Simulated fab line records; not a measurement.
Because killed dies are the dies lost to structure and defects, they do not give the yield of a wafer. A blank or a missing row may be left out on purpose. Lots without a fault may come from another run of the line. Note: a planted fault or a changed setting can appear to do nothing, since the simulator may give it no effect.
fab line records | flow n5-finfet
record: lots: 4 | wafers: 12 | last-day: 15
route steps=1938 shown FIN_SAQP@119 FIN_CUT@154 STI_FIN_REVEAL@196 BEOL_M4@1111
lots with no fault: from the same line, run without faults
start-h: start of the lot's first displayed wafer, in hours after the record's first day | wait-h: hours since the lot's step before | " unchanged from the row above | L1.1+2: several wafers, shown together as one row | - no value, or no start was given | * or withheld: withheld | < > ~ a bound
route shown NAME@n: names a module that has steps shown in the file, with the first one's number in the route | usual: average and standard deviation across the fault-free wafers | same: alike in all rows | chamber/n: place in a boat | sites: per-site readings | _std_site: standard deviation across them | _edge_site: the outer-site mean with the inner-site mean subtracted | radius-mm: for every site, how far away it sits from the centre of the wafer | mask NAME#n: copy n | behind: the tool/chamber that last shaped the wafer | hold: the reason the lot was held/the length of the hold in hours/how it ended | device: the transistor (n, p or np) that didn't switch | end of line: the same wafers' tests at the end of the route | a step given without rows: its recipe and nothing more | killed: not the wafer's yield, but the dies lost to structure and defects at the first sort | map: the dies of a wafer, with x for killed, . for not killed, _ for no die there
set.NAME: the setting as run; set.NAME@STEP: as run at that earlier step | model.NAME: the simulator's own value behind a step, which no gauge read
lots at selected steps of the route; one table per step, one row per wafer
services: the hour from which a tool's chamber was out of use, counted from the record's first day as start-h (under 0 if before that day), plus the number of hours and why
== steps ==
step: N5_FIN_SAQP_STRIP_74
recipe: chemistry: CHF3/O2 | resist: SiARC | rf-frequency-hz: 6e+07
step: N5_FIN_SAQP_MANDREL_ETCH_22
recipe: target-depth-a: 600 | chemistry: HBr/Cl2 | target: a-Si | stop-on: SiNx | bt-time-s: 10 | over-etch-frac: 0.5 | time-s: 30 | pressure-mtorr: 10 | icp-w: 800 | bias-w: 75 | HBr_flow_sccm: 150 | Cl2_flow_sccm: 80 | ends: end-point
step: N5_FIN_SAQP_STRIP_55
recipe: chemistry: N2/H2 | power-w: 500 | temp-c: 40 | pressure-mtorr: 50 | rf-frequency-hz: 6e+07 | overash-fraction: 0.3 | bias-power-w: 28 | h2-frac: 0.5 | n2-flow-sccm: 300 | h2-flow-sccm: 300
step: N5_FIN_SAQP_STRIP_23
recipe: chemistry: SPM | time-s: 750 | temp-c: 130 | h2so4-h2o2-vol-ratio: 4
step: N5_FIN_SAQP_SRD_66
recipe: dry: ipa-marangoni | time-s: 30 | temp-c: 23 | rinse-liquid: diw
step: N5_FIN_SAQP_RECESS_75
recipe: chemistry: HF/NH3 | target: SiO2 | target-depth-a: 144 | afs-cycles: 3 | temp-c: 30 | sublimation-temp-c: 180 | sublimation-time-s: 60
step: N5_FIN_SAQP_SPACER1_ALD_24
recipe: material: SiO2 | target-thk-a: 203 | temp-c: 300 | ald-precursor-family: BDEAS | ald-co-reactant: O2-plasma | pulse-time-s: 1 | purge-time-s: 2 | co-reactant-purge-time-s: 2 | ald-cycles: 218 | pressure-torr: 2
step: N5_FIN_SAQP_SPACER1_ETCHBACK_25
recipe: chemistry: CHF3/O2 | mode: anisotropic-etchback | target: SiO2 | target-depth-a: 244 | time-s: 12.2 | pressure-mtorr: 30 | source-w: 650 | bias-w: 170 | Ar_flow_sccm: 200 | CHF3_flow_sccm: 50 | O2_flow_sccm: 5 | ion-energy-ev: 200
step: N5_FIN_SAQP_MANDREL1_REMOVE_56
recipe: chemistry: HBr/Cl2/O2 | bt-time-s: 10 | target: a-Si | stop-on: SiNx | endpoint: OES-SiCl | over-etch-frac: 1 | icp-w: 600 | bias-w: 22 | HBr_flow_sccm: 150 | Cl2_flow_sccm: 80 | O2_flow_sccm: 5 | pressure-mtorr: 10
step: N5_FIN_SAQP_ETCH_57
recipe: chemistry: CH3F/O2 | target: SiNx | mask-material: SiO2 | target-depth-a: 325 | time-s: 46.4 | pressure-mtorr: 30 | source-w: 395 | bias-w: 73 | Ar_flow_sccm: 150 | CH3F_flow_sccm: 30 | O2_flow_sccm: 20 | ion-energy-ev: 120 | ends: cleared
step: N5_FIN_SAQP_ETCH_65
recipe: chemistry: CF4 | target: SiO2 | target-depth-a: 40 | ion-energy-ev: 350 | time-s: 4.4 | pressure-mtorr: 10 | icp-w: 800 | bias-w: 400 | cf4-flow-sccm: 80
step: N5_FIN_SAQP_MANDREL_ETCH_58
recipe: chemistry: HBr/Cl2 | target: a-Si | target-depth-a: 450 | bt-time-s: 10 | stop-on: SiNx | mask-material: SiO2 | over-etch-frac: 0.8 | time-s: 27 | pressure-mtorr: 10 | icp-w: 800 | bias-w: 75 | HBr_flow_sccm: 150 | Cl2_flow_sccm: 80 | ends: end-point
usual: bias-w: 74.99/0.22 | drypump-motor-current-A: 5.8/0.58 | he-backside-leak-sccm: 2.64/0.23 | oes-product-au: 0.703/0.011 | over-etch-frac: 0.8/0 | rf-fwd-power-W: 794/3.4 | throttle-valve-pct: 35.52/0.25
lot.wafer | tool      | chamber | start-h | wait-h | bias-w | drypump-motor-current-A | he-backside-leak-sccm | oes-product-au | over-etch-frac | rf-fwd-power-W | rf-hours-counter-h | throttle-valve-pct | model.SiNx_of_FIN_SAQP_HM_DEP_03.thk-nm
L695.2    | rie-si-03 | 1       | 42.30   | 0.0    | 75.11  | 5.7                     | 2.28                  | 0.695          | 0.8            | 796            | 12                 | 35.35              | 37.43
L695.3    | "         | 2       | "       | "      | 75.21  | 6.2                     | 3.02                  | 0.714          | 0.8            | 799            | 80                 | 35.16              | 37
L695.5    | "         | 2       | "       | "      | 75.17  | 6.2                     | 3.12                  | 0.703          | 0.8            | 799            | -                  | 35.15              | 37.4
L702.2    | rie-si-03 | 3       | 84.70   | 0.0    | 74.94  | 5.3                     | 2.42                  | 0.634          | 1.2193         | 792            | 6                  | 35.79              | 35
L702.4    | "         | 0       | "       | "      | 75.20  | 4.7                     | 2.54                  | 0.632          | 1.2193         | 793            | 64                 | 35.58              | 35.2
L702.5    | "         | 3       | "       | "      | 74.82  | 5.3                     | 2.53                  | 0.652          | 1.2193         | 793            | -                  | 35.76              | 35
L705.1    | rie-si-03 | 1       | 104.29  | 0.0    | 75.52  | 5.7                     | 2.39                  | 0.620          | 1.2193         | 798            | 13                 | 35.49              | 35.4
L705.3    | "         | 0       | "       | "      | 74.90  | 4.7                     | 2.82                  | 0.621          | 1.2193         | 793            | 64                 | 35.61              | 34.8
L705.5    | "         | 0       | "       | "      | 74.94  | 4.6                     | 2.64                  | 0.629          | 1.2193         | 793            | -                  | 35.58              | 35.4
L707.2    | rie-si-01 | 2       | 114.51  | 0.0    | 75.28  | 5.4                     | 2.48                  | 0.705          | 0.8            | 791            | 5                  | 35.55              | 38.6
L707.3    | "         | 3       | "       | "      | 75.26  | 6.3                     | 2.72                  | 0.687          | 0.8            | 789            | 43                 | 35.63              | 37.9
L707.4    | "         | 0       | "       | "      | 74.98  | 6.3                     | 2.48                  | 0.701          | 0.8            | 797            | 39                 | 35.78              | 38.39
step: N5_FIN_SAQP_RECESS_63
recipe: chemistry: HF/NH3 | target: SiO2 | target-depth-a: 180 | afs-cycles: 3 | temp-c: 30 | sublimation-temp-c: 180 | sublimation-time-s: 60
step: N5_FIN_SAQP_COAT_68
recipe: resist: SOC | temp-c: 250 | time-s: 60 | spin-rpm: 1500 | resist-thk-nm: 100
step: N5_FIN_SAQP_ETCH_69
recipe: chemistry: N2/H2 | target: SOC | target-depth-a: 1500 | stop-on: SiNx | ion-energy-ev: 100 | bias-w: 61 | pressure-mtorr: 30 | source-w: 850 | n2-flow-sccm: 200 | h2-flow-sccm: 200
step: N5_FIN_SAQP_ETCH_67
recipe: chemistry: CH3F/O2 | target: SiNx | target-depth-a: 300 | mask-material: SOC | pressure-mtorr: 30 | source-w: 395 | bias-w: 73 | Ar_flow_sccm: 150 | CH3F_flow_sccm: 30 | O2_flow_sccm: 20 | ion-energy-ev: 120
step: N5_FIN_SAQP_STRIP_70
recipe: chemistry: N2/H2 | power-w: 500 | temp-c: 40 | pressure-mtorr: 50 | rf-frequency-hz: 6e+07 | overash-fraction: 0.3 | bias-power-w: 28 | h2-frac: 0.5 | n2-flow-sccm: 300 | h2-flow-sccm: 300
step: N5_FIN_SAQP_RECESS_71
recipe: chemistry: HF/NH3 | target: SiO2 | target-depth-a: 30 | afs-cycles: 1 | temp-c: 30 | sublimation-temp-c: 180 | sublimation-time-s: 60
step: N5_FIN_SAQP_SPACER2_ALD_28
recipe: material: SiO2 | target-thk-a: 81 | temp-c: 300 | ald-precursor-family: BDEAS | ald-co-reactant: O2-plasma | pulse-time-s: 1 | purge-time-s: 2 | co-reactant-purge-time-s: 2 | pressure-torr: 2
step: N5_FIN_SAQP_SPACER2_ETCHBACK_29
recipe: chemistry: CHF3/O2 | mode: anisotropic-etchback | target: SiO2 | target-depth-a: 122 | time-s: 6.1 | pressure-mtorr: 30 | source-w: 650 | bias-w: 170 | Ar_flow_sccm: 200 | CHF3_flow_sccm: 50 | O2_flow_sccm: 5 | ion-energy-ev: 200
step: N5_FIN_SAQP_MANDREL2_REMOVE_60
recipe: chemistry: HBr/Cl2/O2 | bt-time-s: 10 | target: a-Si | stop-on: SiNx | endpoint: OES-SiCl | over-etch-frac: 1 | icp-w: 600 | bias-w: 22 | HBr_flow_sccm: 150 | Cl2_flow_sccm: 80 | O2_flow_sccm: 5 | pressure-mtorr: 10
step: N5_FIN_SAQP_HM_OPEN_33
recipe: chemistry: CH3F/O2 | target: SiNx | mask-material: SiO2 | target-depth-a: 494 | time-s: 70.6 | pressure-mtorr: 30 | source-w: 395 | bias-w: 73 | Ar_flow_sccm: 150 | CH3F_flow_sccm: 30 | O2_flow_sccm: 20 | ion-energy-ev: 120 | ends: cleared
usual: CH3F_flow_sccm: 30.00/0.087 | bias-w: 73.05/0.25 | drypump-motor-current-A: 5.6/0.48 | etch-rf-on-time-s: 69.1/1.3 | oes_o_777_au: 0.78/0.058 | oes-product-au: 0.66/0.054 | rf-fwd-power-W: 390.4/1.9 | rf-vpp-V: 296/5.8 | showerhead-plenum-p-Torr: 2.03/0.064 | throttle-valve-pct: 16.29/0.17
lot.wafer | tool        | chamber | start-h | wait-h | CH3F_flow_sccm | bias-w | drypump-motor-current-A | etch-rf-on-time-s | oes_o_777_au | oes-product-au | rf-fwd-power-W | rf-hours-counter-h | rf-vpp-V | showerhead-plenum-p-Torr | throttle-valve-pct | model.etch.depth-nm
L695.2    | rie-diel-03 | 2       | 44.03   | 0.0    | 29.89          | 73.35  | 5.2                     | 67.1              | 0.82         | 0.69           | 390.5          | 121                | 295      | 2.01                     | 16.10              | 36.8
L695.3    | "           | 1       | "       | "      | 30.02          | 73.02  | 5.4                     | 69.2              | 0.78         | 0.68           | 392.1          | 94                 | 300      | 2.01                     | 16.01              | 36.35
L695.5    | "           | 1       | "       | "      | 30.02          | 73.31  | 5.4                     | 70.0              | 0.78         | 0.68           | 392.2          | -                  | 303      | 2.01                     | 16.00              | 36.7
L702.2    | rie-diel-01 | 0       | 86.31   | 0.0    | 30.17          | 72.66  | 5.8                     | 63.5              | 0.78         | 0.66           | 388.7          | 128                | 289      | 2.01                     | 16.20              | 34.41
L702.4    | "           | 3       | "       | "      | 29.91          | 73.11  | 6.2                     | 63.6              | 0.92         | 0.79           | 389.7          | 9                  | 290      | 2.14                     | 16.16              | 34.64
L702.5    | "           | 1       | "       | "      | 29.99          | 73.15  | 5.0                     | 62.6              | 0.76         | 0.62           | 387.0          | -                  | 298      | 2.08                     | 16.36              | 34.32
L705.1    | rie-diel-04 | 2       | 106.53  | 0.0    | 30.05          | 72.86  | 6.1                     | 64.2              | 0.72         | 0.62           | 395.2          | 212                | 304      | 1.98                     | 16.26              | 34.73
L705.3    | "           | 1       | "       | "      | 30.11          | 73.36  | 6.0                     | 62.5              | 0.88         | 0.76           | 386.9          | 18                 | 302      | 2.05                     | 16.43              | 34.12
L705.5    | "           | 0       | "       | "      | 30.03          | 72.94  | 6.1                     | 65.0              | 0.78         | 0.66           | 390.3          | -                  | 294      | 2.00                     | 16.53              | 34.72
L707.2    | rie-diel-01 | 1       | 115.91  | 0.0    | 29.91          | 73.12  | 5.1                     | 69.3              | 0.76         | 0.62           | 391.6          | 213                | 297      | 2.07                     | 16.36              | 37.94
L707.3    | "           | 3       | "       | "      | 30.00          | 73.03  | 6.2                     | 67.8              | 0.89         | 0.77           | 392.5          | 20                 | 289      | 2.14                     | 16.14              | 37.28
L707.4    | "           | 3       | "       | "      | 29.95          | 73.19  | 6.2                     | 67.6              | 0.89         | 0.77           | 391.0          | -                  | 288      | 2.14                     | 16.17              | 37.76
step: N5_FIN_SAQP_ETCH_34
recipe: chemistry: C4F6/O2 | target: SiO2 | target-depth-a: 450 | time-s: 15 | ion-energy-ev: 250 | pressure-mtorr: 30 | source-w: 345 | bias-w: 185 | Ar_flow_sccm: 300 | C4F6_flow_sccm: 10 | O2_flow_sccm: 10 | ends: cleared
step: N5_FIN_SAQP_STRIP_77
recipe: chemistry: N2/H2 | time-s: 90 | power-w: 100 | temp-c: 40 | pressure-mtorr: 100 | rf-frequency-hz: 6e+07 | bias-power-w: 3 | n2-flow-sccm: 300 | h2-flow-sccm: 300
step: N5_FIN_SAQP_ETCH_64
recipe: chemistry: CF4 | target: SiO2 | target-depth-a: 15 | ion-energy-ev: 350 | pressure-mtorr: 10 | icp-w: 800 | bias-w: 400 | cf4-flow-sccm: 80
step: N5_FIN_SAQP_FIN_ETCH_36
recipe: chemistry: HBr/Cl2/O2 | target-depth-a: 1200 | mask-material: SiNx | time-s: 50.4 | bias-w: 102 | pressure-mtorr: 10 | icp-w: 800 | HBr_flow_sccm: 150 | Cl2_flow_sccm: 80 | O2_flow_sccm: 12
step: N5_FIN_SAQP_PRECLEAN_38
recipe: chemistry: O3/DIW | time-s: 45 | temp-c: 22 | o3-ppm: 10
step: N5_FIN_SAQP_PRECLEAN_45
recipe: chemistry: dHF | time-s: 10 | dilution: 500:1 | temp-c: 25
step: N5_FIN_SAQP_SRD_39
recipe: dry: ipa-marangoni | time-s: 30 | temp-c: 23 | rinse-liquid: diw
step: N5_FIN_CUT_COAT_18
recipe: resist: SOC | temp-c: 250 | time-s: 60 | spin-rpm: 1500 | resist-thk-nm: 230
step: N5_FIN_CUT_COAT_19
recipe: resist: SiARC | temp-c: 220 | time-s: 60 | spin-rpm: 1500 | resist-thk-nm: 20
step: N5_FIN_CUT_COAT_29
recipe: resist: underlayer | temp-c: 205 | time-s: 60 | spin-rpm: 1500 | resist-thk-nm: 10
step: N5_FIN_CUT_COAT_02
recipe: resist: CAR-EUV | spin-rpm: 1500 | resist-thk-nm: 30
step: N5_FIN_CUT_EBR_04
recipe: solvent: PGMEA | ebr-width-mm: 1.5
step: N5_FIN_CUT_SOFTBAKE_03
recipe: temp-c: 110 | time-s: 60 | resist: CAR-EUV
step: N5_FIN_CUT_EXPOSE_05
recipe: mask-id: FIN_CUT | na: 0.33 | source-shape: annular | sigma-inner: 0.35 | sigma-outer: 0.8 | polarization: unpolarized | dose-mj: 45.75
step: N5_STI_FIN_REVEAL_RECESS_09
recipe: chemistry: HF/NH3 | target: SiO2 | afs-cycles: 11 | target-depth-a: 425 | temp-c: 30 | sublimation-temp-c: 180 | sublimation-time-s: 60
usual: drypump-motor-current-A: 5.4/0.4 | sublimation-temp-c: 179.98/0.15
lot.wafer | tool          | chamber | start-h | wait-h | drypump-motor-current-A | sublimation-temp-c | model.SiNx_of_FIN_SAQP_HM_DEP_03.thk-nm
L695.2    | vapor-etch-01 | 1       | 52.64   | 0.0    | 5.9                     | 180.03             | 17.8
L695.3    | "             | 0       | "       | "      | 5.1                     | 179.93             | 17.4
L695.5    | "             | 0       | "       | "      | 5.1                     | 179.99             | 17.8
L702.2    | vapor-etch-02 | 1       | 95.44   | 0.0    | 5.8                     | 180.28             | 15.2
L702.4    | "             | 0       | "       | "      | 5.0                     | 180.18             | 15.6
L702.5    | "             | 0       | "       | "      | 5.0                     | 180.05             | 15.4
L705.1    | vapor-etch-01 | 1       | 114.37  | 0.0    | 5.9                     | 180.16             | 15.8
L705.3    | "             | 1       | "       | "      | 5.9                     | 179.87             | 15.2
L705.5    | "             | 1       | "       | "      | 5.9                     | 180.12             | 15.8
L707.2    | vapor-etch-02 | 0       | 123.72  | 0.0    | 5.0                     | 180.03             | 19
L707.3    | "             | 1       | "       | "      | 5.8                     | 179.83             | 18.2
L707.4    | "             | 0       | "       | "      | 5.0                     | 179.83             | 18.8
step: N5_BEOL_M4_RC_MEAS_101
usual: DIBL_N: 36.2/1.7 | DIBL_P: 36.2/2.2 | IOFF_N: 0.16/0.035 | IOFF_P: 0.21/0.042 | ION_N: 673/13 | ION_P: 462/7.9 | SS_N: 71.4/0.59 | SS_P: 73.2/0.7 | VT_N: 250/3.6 | VT_P: -251/3.5
lot.wafer | tool      | chamber | start-h | wait-h | DIBL_N[mV/V] | DIBL_P[mV/V] | IOFF_N[nA/um] | IOFF_P[nA/um] | ION_N[uA/um] | ION_P[uA/um] | SS_N[mV/dec] | SS_P[mV/dec] | VT_N[mV] | VT_P[mV]
L695.2    | prober-02 | 0       | 175.38  | 0.2    | 35.7         | 38.2         | 0.20          | 0.28          | 691          | 470          | 71.4         | 74.0         | 244      | -242
L695.3    | "         | 0       | "       | "      | 35.8         | 37.6         | 0.19          | 0.26          | 680          | 466          | 71.3         | 73.5         | 248      | -243
L695.5    | "         | 0       | "       | "      | 36.6         | 38.1         | 0.21          | 0.26          | 701          | 472          | 72.2         | 74.1         | 245      | -246
L702.2    | prober-01 | 0       | 237.76  | 0.2    | 40.4         | 40.6         | 0.24          | 0.27          | 683          | 465          | 72.5         | 73.5         | 244      | -251
L702.4    | "         | 0       | "       | "      | 34.1         | 34.1         | 0.12          | 0.18          | 655          | 450          | 70.7         | 72.3         | 255      | -252
L702.5    | "         | 0       | "       | "      | 38.8         | 39.9         | 0.21          | 0.27          | 690          | 466          | 71.7         | 73.8         | 246      | -250
L705.1    | prober-02 | 0       | 247.81  | 0.0    | 35.9         | 34.5         | 0.14          | 0.17          | 677          | 456          | 71.1         | 72.4         | 252      | -256
L705.3    | "         | 0       | "       | "      | 33.2         | 32.2         | 0.10          | 0.15          | 665          | 459          | 70.0         | 72.6         | 256      | -256
L705.5    | "         | 0       | "       | "      | 34.8         | 33.2         | 0.12          | 0.15          | 664          | 454          | 71.0         | 72.2         | 254      | -256
L707.2    | prober-02 | 0       | 251.06  | 0.2    | 37.3         | 37.9         | 0.20          | 0.26          | 697          | 474          | 72.0         | 73.6         | 247      | -246
L707.3    | "         | 0       | "       | "      | 36.7         | 37.5         | 0.18          | 0.25          | 681          | 470          | 71.7         | 74.1         | 248      | -248
L707.4    | "         | 0       | "       | "      | 35.9         | 34.7         | 0.16          | 0.20          | 682          | 472          | 72.6         | 72.5         | 252      | -252
== services ==
tool        | chamber | start-h | hours | kind
rie-si-03   | 0       | 23.55   | 4.2   | repair
rie-diel-04 | 1       | 39.38   | -     | clean
rie-diel-04 | 1       | 39.38   | -     | consumable-replace:focus-ring
rie-diel-04 | 1       | 39.38   | 14.2  | scheduled-down
rie-diel-04 | 1       | 39.38   | 14.2  | vent-cycle
rie-diel-01 | 3       | 43.78   | -     | clean
rie-diel-01 | 3       | 43.78   | -     | consumable-replace:focus-ring
rie-diel-01 | 3       | 43.78   | -     | consumable-replace:showerhead
rie-diel-01 | 3       | 43.78   | 15.0  | scheduled-down
rie-diel-01 | 3       | 43.78   | 15.0  | vent-cycle
rie-diel-01 | 0       | 51.63   | 3.6   | repair
rie-si-01   | 2       | 65.39   | 1.7   | repair
rie-si-01   | -       | 71.67   | 2.8   | pm
rie-si-03   | -       | 89.44   | 14.6  | pm
rie-diel-01 | 0       | 112.49  | 8.4   | repair
rie-si-03   | -       | 117.25  | 2.8   | pm
== key ==
first-sign: step: N5_FIN_SAQP_MANDREL_ETCH_58 | reading: over-etch-frac | direction: up | sigmas: 99+ | usual: 0.8 | struck: 1.2193
effect: step: N5_FIN_SAQP_MANDREL_ETCH_58 | reading: oes-product-au | direction: down | sigmas: 6.4 | usual: 0.703 | struck: 0.631
effect: step: N5_FIN_SAQP_HM_OPEN_33 | reading: etch-rf-on-time-s | direction: down | sigmas: 4.4 | usual: * | struck: *
model-effect: step: N5_FIN_SAQP_MANDREL_ETCH_58 | value: SiNx_of_FIN_SAQP_HM_DEP_03.thk-nm | without: 37.73 | struck: 35.13
model-effect: step: N5_FIN_SAQP_HM_OPEN_33 | value: etch.depth-nm | without: 37.13 | struck: 34.49
model-effect: step: N5_STI_FIN_REVEAL_RECESS_09 | value: SiNx_of_FIN_SAQP_HM_DEP_03.thk-nm | without: 18.17 | struck: 15.5
met-at N5_FIN_SAQP_MANDREL_ETCH_58
struck-wafers L702.2,L702.4,L702.5,L705.1,L705.3,L705.5
onset-between 42.30 84.70
fault: kind: process-parameter-drift | tool: rie-si-03 | chamber: - | onset-h: 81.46 | steps: N5_FIN_SAQP_MANDREL_ETCH_58 | channel: over-etch-frac | offset: 0.41932 | shape: step | end-h: 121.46 | acts-in: these-recipes-only | stated: 0.8
